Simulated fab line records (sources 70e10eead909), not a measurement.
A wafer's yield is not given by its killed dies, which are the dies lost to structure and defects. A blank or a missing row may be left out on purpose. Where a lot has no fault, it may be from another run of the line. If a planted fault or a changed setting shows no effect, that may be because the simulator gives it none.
Which tool was responsible? :: flow nand-harc :: 36 wafers from 12 lots sampled at 5 of the route's 1302 steps

WHAT THE GAUGES SHOWED, per wafer
NHARC_A_BONDPAD_THK_MEAS_20: measures by xrf.
lot: L188
measured: day 23 16:28
on: film-metro-01
thk-nm (nm): 170.7 172.5 169.5

lot: L191
measured: day 24 21:35
on: film-metro-02
thk-nm (nm): 172.1 170.3 170.0

lot: L192
measured: day 24 22:41
on: film-metro-02
thk-nm (nm): 171.4 170.5 171.5

lot: L195
measured: day 26 06:05
on: film-metro-02
thk-nm (nm): 167.8 167.7 170.1

lot: L196
measured: day 27 00:41
on: film-metro-02
thk-nm (nm): 171.0 171.7 170.0

lot: L197
measured: day 27 01:20
on: film-metro-01
thk-nm (nm): 171.4 170.4 167.8

lot: L199
measured: day 27 18:51
on: film-metro-01
thk-nm (nm): 169.4 169.2 169.8

lot: L202
measured: day 28 16:35
on: film-metro-01
thk-nm (nm): 173.0 171.1 170.2

lot: L201
measured: day 28 17:10
on: film-metro-01
thk-nm (nm): 170.4 171.6 173.0

lot: L203
measured: day 28 18:00
on: film-metro-01
thk-nm (nm): 168.9 168.8 168.9

lot: L205
measured: day 29 08:01
on: film-metro-02
thk-nm (nm): 169.3 170.0 170.7

lot: L204
measured: day 29 13:11
on: film-metro-02
thk-nm (nm): 171.3 169.5 168.7

NHARC_END_SORT_01.
lot: L188
measured: day 24 23:42
on: prober-02
defect-limited-yield (%): 92 94 93
killed-at-array: 52 39 47
killed-at-other: 2 1 0
killed-at-periphery: 1 2 1
killed-dies: 55 42 48
killed-open: 2 2 4
killed-short: 6 2 2

lot: L191
measured: day 26 09:13
on: prober-02
defect-limited-yield (%): 96 96 94
killed-at-array: 23 23 30
killed-at-other: 0 0 1
killed-at-periphery: 4 4 7
killed-dies: 27 27 38
killed-open: 8 3 7
killed-short: 3 4 2

lot: L192
measured: day 26 00:51
on: prober-01
defect-limited-yield (%): 88 91 90
killed-at-array: 82 57 66
killed-at-other: 1 2 4
killed-at-periphery: 1 2 1
killed-dies: 84 61 71
killed-open: 5 2 1
killed-short: 1 3 2

lot: L195
measured: day 27 10:53
on: prober-02
defect-limited-yield (%): 89 87 90
killed-at-array: 69 81 65
killed-at-other: 1 6 4
killed-at-periphery: 6 4 2
killed-dies: 76 91 71
killed-open: 1 5 5
killed-short: 3 2 2

lot: L196
measured: day 28 04:38
on: prober-02
defect-limited-yield (%): 91 91 90
killed-at-array: 52 57 68
killed-at-other: 4 0 1
killed-at-periphery: 4 3 1
killed-dies: 60 60 70
killed-open: 7 2 3
killed-short: 0 2 4

lot: L197
measured: day 28 06:11
on: prober-01
defect-limited-yield (%): 87 90 87
killed-at-array: 75 65 88
killed-at-other: 4 0 1
killed-at-periphery: 6 2 1
killed-dies: 85 67 90
killed-open: 2 2 1
killed-short: 3 2 3

lot: L199
measured: day 29 01:17
on: prober-02
defect-limited-yield (%): 91 93 93
killed-at-array: 47 47 42
killed-at-other: 3 0 0
killed-at-periphery: 8 2 5
killed-dies: 58 49 47
killed-open: 5 0 2
killed-short: 4 2 3

lot: L202
measured: day 30 02:55
on: prober-02
defect-limited-yield (%): 90 87 87
killed-at-array: 69 87 87
killed-at-other: 0 2 1
killed-at-periphery: 2 1 2
killed-dies: 71 90 90
killed-open: 2 2 5
killed-short: 1 5 4

lot: L201
measured: day 29 19:11
on: prober-02
defect-limited-yield (%): 96 96 97
killed-at-array: 20 23 22
killed-at-other: 0 0 0
killed-at-periphery: 4 1 1
killed-dies: 24 24 23
killed-open: 6 2 7
killed-short: 2 3 2

lot: L203
measured: day 30 03:07
on: prober-01
defect-limited-yield (%): 0 0 0
killed-at-array: 68 70 72
killed-at-other: 608 606 602
killed-at-periphery: 1 1 3
killed-dies: 677 677 677
killed-open: 2 4 0
killed-short: 4 1 3

lot: L205
measured: day 30 16:14
on: prober-01
defect-limited-yield (%): 0 0 0
killed-at-array: 62 85 74
killed-at-other: 609 585 594
killed-at-periphery: 6 7 9
killed-dies: 677 677 677
killed-open: 2 3 3
killed-short: 3 5 6

lot: L204
measured: day 30 15:24
on: prober-02
defect-limited-yield (%): 0 0 0
killed-at-array: 34 36 22
killed-at-other: 633 632 644
killed-at-periphery: 10 9 11
killed-dies: 677 677 677
killed-open: 5 5 1
killed-short: 3 3 2

WHAT TOOL EACH LOT RAN ON (gives the tool, then ch and the chambers of the sampled wafers, and finally the start)
lot: L188
NHARC_A_BONDPAD_STRIP_15: rie-diel-02 ch 0,2,3, day 23 14:28
NHARC_THIN_TSV_ETCH_15: rie-si-01 ch 0,2,3, day 24 07:55
NHARC_THIN_TSV_STRIP_62: plasma-asher-01 ch 0,1, day 24 09:43

lot: L191
NHARC_A_BONDPAD_STRIP_15: rie-diel-12 ch 0,1, day 24 19:39
NHARC_THIN_TSV_ETCH_15: rie-si-04 ch 0,2,3, day 25 11:42
NHARC_THIN_TSV_STRIP_62: plasma-asher-02 ch 0,1, day 25 13:30

lot: L192
NHARC_A_BONDPAD_STRIP_15: rie-diel-12 ch 2,3, day 24 20:43
NHARC_THIN_TSV_ETCH_15: rie-si-06 ch 0,2,3, day 25 10:32
NHARC_THIN_TSV_STRIP_62: plasma-asher-02 ch 0,1, day 25 12:18

lot: L195
NHARC_A_BONDPAD_STRIP_15: rie-diel-12 ch 1,2,3, day 26 04:07
NHARC_THIN_TSV_ETCH_15: rie-si-06 ch 0,1,3, day 26 19:58
NHARC_THIN_TSV_STRIP_62: plasma-asher-02 ch 0,1, day 26 21:43

lot: L196
NHARC_A_BONDPAD_STRIP_15: rie-diel-13 ch 0,1,2, day 26 22:43
NHARC_THIN_TSV_ETCH_15: rie-si-04 ch 0,1, day 27 15:09
NHARC_THIN_TSV_STRIP_62: plasma-asher-02 ch 0,1, day 27 16:56

lot: L197
NHARC_A_BONDPAD_STRIP_15: rie-diel-02 ch 1,3, day 26 23:22
NHARC_THIN_TSV_ETCH_15: rie-si-06 ch 1,2,3, day 27 13:56
NHARC_THIN_TSV_STRIP_62: plasma-asher-02 ch 0,1, day 27 16:06

lot: L199
NHARC_A_BONDPAD_STRIP_15: rie-diel-02 ch 0,1,3, day 27 16:51
NHARC_THIN_TSV_ETCH_15: rie-si-01 ch 0,1,2, day 28 08:21
NHARC_THIN_TSV_STRIP_62: plasma-asher-01 ch 0,1, day 28 10:31

lot: L202
NHARC_A_BONDPAD_STRIP_15: rie-diel-13 ch 0,1, day 28 14:37
NHARC_THIN_TSV_ETCH_15: rie-si-04 ch 1,2,3, day 29 05:26
NHARC_THIN_TSV_STRIP_62: plasma-asher-02 ch 0,1, day 29 07:14

lot: L201
NHARC_A_BONDPAD_STRIP_15: rie-diel-12 ch 1,2, day 28 15:08
NHARC_THIN_TSV_ETCH_15: rie-si-06 ch 0,1, day 29 06:40
NHARC_THIN_TSV_STRIP_62: plasma-asher-02 ch 0,1, day 29 08:28

lot: L203
NHARC_A_BONDPAD_STRIP_15: rie-diel-12 ch 0,2,3, day 28 16:02
NHARC_THIN_TSV_ETCH_15: rie-si-04 ch 0,1,2, day 29 08:31
NHARC_THIN_TSV_STRIP_62: plasma-asher-02 ch 0,1, day 29 10:17

lot: L205
NHARC_A_BONDPAD_STRIP_15: rie-diel-02 ch 0,2,3, day 29 06:04
NHARC_THIN_TSV_ETCH_15: rie-si-06 ch 0,1,3, day 30 02:22
NHARC_THIN_TSV_STRIP_62: plasma-asher-02 ch 0,1, day 30 04:08

lot: L204
NHARC_A_BONDPAD_STRIP_15: rie-diel-12 ch 1,2,3, day 29 11:14
NHARC_THIN_TSV_ETCH_15: rie-si-01 ch 0,1,2, day 30 01:01
NHARC_THIN_TSV_STRIP_62: plasma-asher-01 ch 0,1, day 30 02:46
- NHARC_A_BONDPAD_STRIP_15: strips in O2.
- NHARC_THIN_TSV_ETCH_15: target depth 3000 nm, bosch target overetch cycles 2, bosch etch step 2.8 s.
- NHARC_THIN_TSV_STRIP_62: strips in N2/H2, time 20 s.

WHAT THE TOOLS THEMSELVES READ (means of the sampled wafers that have a number; where no wafer has one, the mark that the record gives instead)
NHARC_A_BONDPAD_STRIP_15.
lot: L188
tool: rie-diel-02
drypump-motor-current-A (A): 6.07
o2-flow-sccm (sccm): 501.5
oes-product-au (a.u.): 1.005
rf-vpp-V (V): 58.6
showerhead-plenum-p-Torr (Torr): 3.58
throttle-valve-pct (%): 17.042

lot: L191
tool: rie-diel-12
drypump-motor-current-A (A): 6.06
o2-flow-sccm (sccm): 500.3
oes-product-au (a.u.): 0.989
rf-vpp-V (V): 57.5
showerhead-plenum-p-Torr (Torr): 3.47
throttle-valve-pct (%): 17.037

lot: L192
tool: rie-diel-12
drypump-motor-current-A (A): 5.85
o2-flow-sccm (sccm): 499.8
oes-product-au (a.u.): 1.004
rf-vpp-V (V): 58.4
showerhead-plenum-p-Torr (Torr): 3.52
throttle-valve-pct (%): 17.035

lot: L195
tool: rie-diel-12
drypump-motor-current-A (A): 5.96
o2-flow-sccm (sccm): 500.9
oes-product-au (a.u.): 1.004
rf-vpp-V (V): 58.1
showerhead-plenum-p-Torr (Torr): 3.60
throttle-valve-pct (%): 17.042

lot: L196
tool: rie-diel-13
drypump-motor-current-A (A): 6.37
o2-flow-sccm (sccm): 500.7
oes-product-au (a.u.): 0.994
rf-vpp-V (V): 57.9
showerhead-plenum-p-Torr (Torr): 3.57
throttle-valve-pct (%): 17.037

lot: L197
tool: rie-diel-02
drypump-motor-current-A (A): 5.90
o2-flow-sccm (sccm): 500.4
oes-product-au (a.u.): 1.006
rf-vpp-V (V): 58.0
showerhead-plenum-p-Torr (Torr): 3.61
throttle-valve-pct (%): 17.037

lot: L199
tool: rie-diel-02
drypump-motor-current-A (A): 5.95
o2-flow-sccm (sccm): 500.1
oes-product-au (a.u.): 1.004
rf-vpp-V (V): 58.0
showerhead-plenum-p-Torr (Torr): 3.61
throttle-valve-pct (%): 17.045

lot: L202
tool: rie-diel-13
drypump-motor-current-A (A): 6.42
o2-flow-sccm (sccm): 499.3
oes-product-au (a.u.): 0.996
rf-vpp-V (V): 58.1
showerhead-plenum-p-Torr (Torr): 3.52
throttle-valve-pct (%): 17.033

lot: L201
tool: rie-diel-12
drypump-motor-current-A (A): 6.06
o2-flow-sccm (sccm): 499.7
oes-product-au (a.u.): 1.000
rf-vpp-V (V): 58.3
showerhead-plenum-p-Torr (Torr): 3.68
throttle-valve-pct (%): 17.042

lot: L203
tool: rie-diel-12
drypump-motor-current-A (A): 5.88
o2-flow-sccm (sccm): 498.9
oes-product-au (a.u.): 1.004
rf-vpp-V (V): 58.3
showerhead-plenum-p-Torr (Torr): 3.50
throttle-valve-pct (%): 17.040

lot: L205
tool: rie-diel-02
drypump-motor-current-A (A): 6.09
o2-flow-sccm (sccm): 498.8
oes-product-au (a.u.): 1.002
rf-vpp-V (V): 57.3
showerhead-plenum-p-Torr (Torr): 3.57
throttle-valve-pct (%): 17.028

lot: L204
tool: rie-diel-12
drypump-motor-current-A (A): 5.96
o2-flow-sccm (sccm): 499.3
oes-product-au (a.u.): 0.987
rf-vpp-V (V): 57.8
showerhead-plenum-p-Torr (Torr): 3.60
throttle-valve-pct (%): 17.031

NHARC_THIN_TSV_ETCH_15.
lot: L188
tool: rie-si-01
drypump-motor-current-A (A): 5.8

lot: L191
tool: rie-si-04
drypump-motor-current-A (A): 5.9

lot: L192
tool: rie-si-06
drypump-motor-current-A (A): 5.6

lot: L195
tool: rie-si-06
drypump-motor-current-A (A): 5.8

lot: L196
tool: rie-si-04
drypump-motor-current-A (A): 6.0

lot: L197
tool: rie-si-06
drypump-motor-current-A (A): 5.8

lot: L199
tool: rie-si-01
drypump-motor-current-A (A): 5.8

lot: L202
tool: rie-si-04
drypump-motor-current-A (A): 5.8

lot: L201
tool: rie-si-06
drypump-motor-current-A (A): 5.6

lot: L203
tool: rie-si-04
drypump-motor-current-A (A): -

lot: L205
tool: rie-si-06
drypump-motor-current-A (A): -

lot: L204
tool: rie-si-01
drypump-motor-current-A (A): -

NHARC_THIN_TSV_STRIP_62.
lot: L188
tool: plasma-asher-01
drypump-motor-current-A (A): 5.85
heater-power-w (W): 373
rf-refl-power-W (W): 18

lot: L191
tool: plasma-asher-02
drypump-motor-current-A (A): 6.25
heater-power-w (W): 327
rf-refl-power-W (W): 25

lot: L192
tool: plasma-asher-02
drypump-motor-current-A (A): 6.29
heater-power-w (W): 324
rf-refl-power-W (W): 25

lot: L195
tool: plasma-asher-02
drypump-motor-current-A (A): 6.17
heater-power-w (W): 331
rf-refl-power-W (W): -

lot: L196
tool: plasma-asher-02
drypump-motor-current-A (A): 6.19
heater-power-w (W): 336
rf-refl-power-W (W): 22

lot: L197
tool: plasma-asher-02
drypump-motor-current-A (A): 6.16
heater-power-w (W): 332
rf-refl-power-W (W): 22

lot: L199
tool: plasma-asher-01
drypump-motor-current-A (A): 5.85
heater-power-w (W): 381
rf-refl-power-W (W): 18

lot: L202
tool: plasma-asher-02
drypump-motor-current-A (A): 6.18
heater-power-w (W): 331
rf-refl-power-W (W): 22

lot: L201
tool: plasma-asher-02
drypump-motor-current-A (A): 6.17
heater-power-w (W): 332
rf-refl-power-W (W): -

lot: L203
tool: plasma-asher-02
drypump-motor-current-A (A): 6.29
heater-power-w (W): 319
rf-refl-power-W (W): -

lot: L205
tool: plasma-asher-02
drypump-motor-current-A (A): 6.25
heater-power-w (W): 321
rf-refl-power-W (W): 25

lot: L204
tool: plasma-asher-01
drypump-motor-current-A (A): 5.86
heater-power-w (W): 370
rf-refl-power-W (W): 21

THE ANSWER, worked out from the rows above alone
Rule: the lots themselves supply what counts as usual. The widest of any qualifying gaps counts: lots, ordered by their means at a reading, are off when they make up no more than a third of the lots, leave a main group of 4 or more, and stand apart from it by 3 or more times the standard deviation of that group's means. Not used: any main group whose means are identical at the precision the tables above print for the reading. A lot without any number at a reading at which 4 lots or more have one is off too. The other lots that the step has rows for count as sound. The gauges are gone through in route order, then the tools' own readings, and for those a lot's mean is taken as printed above. At the first step where some lot is off, the reading lying furthest off is the one used; lots without a number count as furthest.
Off at NHARC_END_SORT_01 (killed-at-other): L203, L205, L204. Mean 1.4 and standard deviation 1 in the main group.
A tool fits if, at a process step before that reading, it ran every lot that is off, and no sound lot after the first of them. The gauges at NHARC_END_SORT_01 aren't tried: what is off there is off at NHARC_THIN_TSV_ETCH_15 too, on other tools, and a gauge's error can't cause that. Of those tried, none fits.

WHAT WAS PUT IN BY THE SIMULATOR
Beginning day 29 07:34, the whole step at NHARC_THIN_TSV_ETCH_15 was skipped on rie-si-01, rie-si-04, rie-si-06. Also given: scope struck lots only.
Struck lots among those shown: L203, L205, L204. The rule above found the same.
